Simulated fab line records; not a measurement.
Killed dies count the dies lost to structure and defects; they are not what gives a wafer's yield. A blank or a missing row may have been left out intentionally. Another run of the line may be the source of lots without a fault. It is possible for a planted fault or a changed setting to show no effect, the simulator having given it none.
Which tool did it?    flow n5Finfet    Sampling: 8 lots, 24 wafers, 8 of 1938 route steps

## WHAT EACH GAUGE READ, for each wafer
N5_FIN_SAQP_INSPECT_40: inspects for defects (brightfield).
lot   measured     on                rawDefectCount
L134  day 2 08:50  defectInspect-02  249 304 236
L139  day 3 14:29  defectInspect-01  197 247 218
L140  day 3 20:27  defectInspect-01  249 235 247
L145  day 5 06:58  defectInspect-02  163 229 165
L149  day 6 02:41  defectInspect-02  216 232 372
L151  day 6 14:59  defectInspect-02  696 611 685
L155  day 7 14:08  defectInspect-01  676 825 727
L156  day 7 21:10  defectInspect-01  273 247 203

N5_FIN_CUT_INSPECT_10: inspects for defects (brightfield).
lot   measured     on                rawDefectCount
L134  day 2 09:21  defectInspect-02  51 58 53
L139  day 3 14:53  defectInspect-01  42 50 39
L140  day 3 20:58  defectInspect-02  39 33 37
L145  day 5 07:28  defectInspect-01  29 38 38
L149  day 6 03:12  defectInspect-01  44 50 58
L151  day 6 15:31  defectInspect-01  435 421 464
L155  day 7 14:40  defectInspect-02  474 491 454
L156  day 7 21:34  defectInspect-02  50 40 32

N5_FIN_CUT_INSPECT_17: inspects for defects (brightfield).
lot   measured     on                rawDefectCount
L134  day 2 10:28  defectInspect-02  242 301 234
L139  day 3 15:50  defectInspect-02  190 238 201
L140  day 3 21:55  defectInspect-01  258 251 251
L145  day 5 08:26  defectInspect-01  174 244 186
L149  day 6 04:10  defectInspect-02  208 249 401
L151  day 6 16:27  defectInspect-02  700 614 681
L155  day 7 15:44  defectInspect-01  703 844 736
L156  day 7 22:38  defectInspect-02  242 241 189

N5_BEOL_M4_RC_MEAS_101.
lot   measured      on         DIBL_N (mV/V)   DIBL_P (mV/V)   IOFF_N (nA/um)  IOFF_P (nA/um)  ION_N (uA/um)  ION_P (uA/um)  SS_N (mV/dec)   SS_P (mV/dec)   VT_N (mV)    VT_P (mV)
L134  day 8 20:54   prober-02  36.8 36.7 37.8  37.8 36.2 37.1  0.15 0.15 0.17  0.27 0.24 0.25  664 649 666    466 462 466    71.3 71.9 71.1  73.3 73.0 73.1  252 251 249  -245 -247 -244
L139  day 9 17:31   prober-01  34.4 36.5 37.6  35.1 37.8 37.8  0.13 0.17 0.18  0.20 0.25 0.25  658 667 674    452 463 464    70.9 71.6 72.0  72.9 73.6 73.8  252 248 247  -250 -246 -245
L140  day 10 04:57  prober-01  38.6 37.5 37.1  38.0 36.6 36.7  0.19 0.17 0.18  0.27 0.22 0.23  674 670 677    464 459 463    72.3 71.8 72.2  73.7 74.0 73.6  248 249 248  -247 -250 -246
L145  day 11 09:43  prober-01  33.2 34.9 34.9  33.8 38.0 36.9  0.11 0.13 0.14  0.13 0.19 0.17  658 650 664    451 451 457    71.9 71.8 71.5  72.2 72.7 72.2  258 258 252  -257 -253 -254
L149  day 12 11:32  prober-01  36.4 36.5 36.6  39.1 37.9 37.2  0.17 0.18 0.16  0.25 0.23 0.21  680 679 676    473 461 460    72.1 71.7 71.1  74.0 74.3 74.2  253 249 254  -248 -249 -254
L151  day 12 16:11  prober-01  36.1 39.8 37.8  35.9 38.9 37.5  0.16 0.24 0.20  0.25 0.30 0.28  672 697 695    468 479 473    71.8 72.4 71.5  73.7 74.4 73.8  247 243 245  -246 -243 -244
L155  day 13 14:08  prober-01  36.7 35.1 38.2  34.9 32.2 36.6  0.18 0.14 0.19  0.25 0.20 0.27  682 667 673    472 464 466    71.2 71.7 72.0  73.7 72.9 73.8  246 253 248  -246 -249 -245
L156  day 13 22:05  prober-01  36.4 37.4 34.4  37.4 38.7 35.7  0.16 0.17 0.12  0.24 0.25 0.21  676 677 664    469 467 467    71.2 70.5 71.0  73.3 73.9 72.7  247 249 255  -245 -247 -249

## WHICH TOOL RAN EACH LOT (tool, then ch and the chambers of the sampled wafers, then the start)
lot   N5_FIN_SAQP_HM_OPEN_73            N5_FIN_SAQP_SPACER2_ETCHBACK_29   N5_FIN_SAQP_MANDREL2_REMOVE_60  N5_FIN_SAQP_HM_CD_35
L134  rieDiel-05 ch 2,3, day 2 04:31    rieDiel-03 ch 0,1,2, day 2 07:50  rieSi-05 ch 0,1,2, day 2 07:56  cdSem-03, day 2 08:31
L139  rieDiel-03 ch 0,1,2, day 3 10:00  rieDiel-05 ch 1,2, day 3 13:42    rieSi-04 ch 0,1,3, day 3 13:47  cdSem-03, day 3 14:10
L140  rieDiel-03 ch 2,3, day 3 16:22    rieDiel-05 ch 0,2,3, day 3 19:40  rieSi-03 ch 1,2,3, day 3 19:46  cdSem-01, day 3 20:08
L145  rieDiel-05 ch 0,1,3, day 5 01:37  rieDiel-01 ch 1,3, day 5 06:11    rieSi-05 ch 0,1, day 5 06:16    cdSem-03, day 5 06:38
L149  rieDiel-01 ch 1,3, day 5 22:13    rieDiel-05 ch 0,3, day 6 01:54    rieSi-03 ch 2,3, day 6 01:59    cdSem-03, day 6 02:22
L151  rieDiel-05 ch 1,2,3, day 6 10:13  rieDiel-05 ch 0,1,2, day 6 14:13  rieSi-03 ch 0,1,2, day 6 14:18  cdSem-03, day 6 14:40
L155  rieDiel-05 ch 0,1,3, day 7 09:58  rieDiel-05 ch 1,2, day 7 13:22    rieSi-04 ch 0,1,2, day 7 13:27  cdSem-01, day 7 13:49
L156  rieDiel-01 ch 1,2,3, day 7 16:29  rieDiel-03 ch 0,1,3, day 7 20:17  rieSi-05 ch 0,2,3, day 7 20:22  cdSem-01, day 7 20:51
- N5_FIN_SAQP_HM_OPEN_73: chemistry CHF3/O2, target SiO2, stops on a-Si, target depth 12 nm, time 16.8 s.
- N5_FIN_SAQP_SPACER2_ETCHBACK_29: etches SiO2 in CHF3/O2, target depth 12.2 nm, time 6.1 s.
- N5_FIN_SAQP_MANDREL2_REMOVE_60: chemistry HBr/Cl2/O2, target a-Si, stops on SiNx, bt time 10 s.
- N5_FIN_SAQP_HM_CD_35: target cd 8 nm.

## AS READ BY THE TOOLS THEMSELVES (means over the sampled wafers that have a number; for cases with no such wafer, the mark the record gives instead)
N5_FIN_SAQP_HM_OPEN_73.
lot   tool        biasW (W)  drypumpMotorCurrentA (A)  mfcArSccm (sccm)  oesProductAu (a.u.)  rfVppV (V)  showerheadPlenumPTorr (Torr)  throttleValvePct (%)
L134  rieDiel-05  170.2      6.0                       200.1             0.43                 535         2.38                          19.00
L139  rieDiel-03  169.7      5.5                       200.0             0.50                 531         2.46                          18.57
L140  rieDiel-03  170.2      5.2                       200.4             0.47                 518         2.38                          18.49
L145  rieDiel-05  170.2      5.8                       200.1             0.45                 536         2.43                          18.95
L149  rieDiel-01  169.9      5.7                       200.2             0.44                 524         2.40                          18.67
L151  rieDiel-05  169.8      5.8                       200.1             0.44                 540         2.42                          18.98
L155  rieDiel-05  170.9      5.8                       199.6             0.44                 536         2.42                          18.98
L156  rieDiel-01  169.5      5.7                       199.9             0.42                 518         2.38                          18.96

N5_FIN_SAQP_SPACER2_ETCHBACK_29.
lot   tool        biasW (W)  drypumpMotorCurrentA (A)  mfcArSccm (sccm)  oesProductAu (a.u.)  rfVppV (V)  showerheadPlenumPTorr (Torr)  throttleValvePct (%)
L134  rieDiel-03  170.3      5.5                       199.8             0.83                 530         2.46                          18.64
L139  rieDiel-05  169.8      5.3                       200.5             0.76                 545         2.50                          19.04
L140  rieDiel-05  170.4      5.7                       200.5             0.74                 536         2.44                          19.13
L145  rieDiel-01  169.7      5.7                       199.9             0.72                 523         2.40                          18.75
L149  rieDiel-05  169.7      6.1                       200.1             0.71                 531         2.36                          19.12
L151  rieDiel-05  169.6      5.4                       200.5             0.75                 542         2.49                          19.07
L155  rieDiel-05  170.1      5.3                       201.2             0.72                 544         2.48                          19.09
L156  rieDiel-03  169.9      5.8                       200.0             0.81                 524         2.42                          18.60

N5_FIN_SAQP_MANDREL2_REMOVE_60.
lot   tool      biasW (W)  drypumpMotorCurrentA (A)  oesProductAu (a.u.)  throttleValvePct (%)
L134  rieSi-05  22.01      5.7                       1.004                36.5
L139  rieSi-04  21.98      5.3                       0.982                36.9
L140  rieSi-03  22.02      5.3                       1.007                36.7
L145  rieSi-05  21.97      5.9                       1.019                36.6
L149  rieSi-03  22.04      5.2                       1.009                36.7
L151  rieSi-03  22.01      5.3                       1.001                36.6
L155  rieSi-04  22.03      5.5                       0.988                37.2
L156  rieSi-05  22.05      6.0                       0.983                36.6

N5_FIN_SAQP_HM_CD_35.
lot   tool      cdNm (nm)
L134  cdSem-03  8.03
L139  cdSem-03  8.33
L140  cdSem-01  8.20
L145  cdSem-03  7.66
L149  cdSem-03  7.81
L151  cdSem-03  8.26
L155  cdSem-01  8.01
L156  cdSem-01  8.02

## THE ANSWER, worked out from the rows above alone
Rule: usual is defined by the lots themselves. The widest of any qualifying gaps counts: lots, ordered by their means at a reading, are off when they make up no more than a third of the lots, leave a main group of 4 or more, and stand apart from it by 3 or more times the standard deviation of that group's means. A main group is skipped when, at the precision printed for the reading in the tables above, its means are all equal. A lot without any number at a reading at which 4 lots or more have one is off too. Where the step has rows for the other lots, those lots are counted as sound. Order of review: gauges by route order, followed by the tools' own readings, for which a lot's mean as printed above is used. The first step at which some lot is off is used, and at that step the reading that is off furthest; a lot without a number counts as furthest.
Off: L151, L155, at N5_FIN_SAQP_INSPECT_40 (rawDefectCount). The main group has a mean of 238 with a standard deviation of 29.
If a tool, at a process step before that reading, ran all the lots that are off and no sound lot after the first of them, it fits. Gauges at N5_FIN_SAQP_INSPECT_40: tried the same way as those tools. One fits: N5_FIN_SAQP_HM_OPEN_73 and N5_FIN_SAQP_SPACER2_ETCHBACK_29 on rieDiel-05. At N5_FIN_SAQP_HM_OPEN_73 its last sound lot is L145 (day 5 01:37), its first lot that is off L151 (day 6 10:13): a fault that began between those two fits.

## WHAT THE SIMULATOR HAD PUT IN
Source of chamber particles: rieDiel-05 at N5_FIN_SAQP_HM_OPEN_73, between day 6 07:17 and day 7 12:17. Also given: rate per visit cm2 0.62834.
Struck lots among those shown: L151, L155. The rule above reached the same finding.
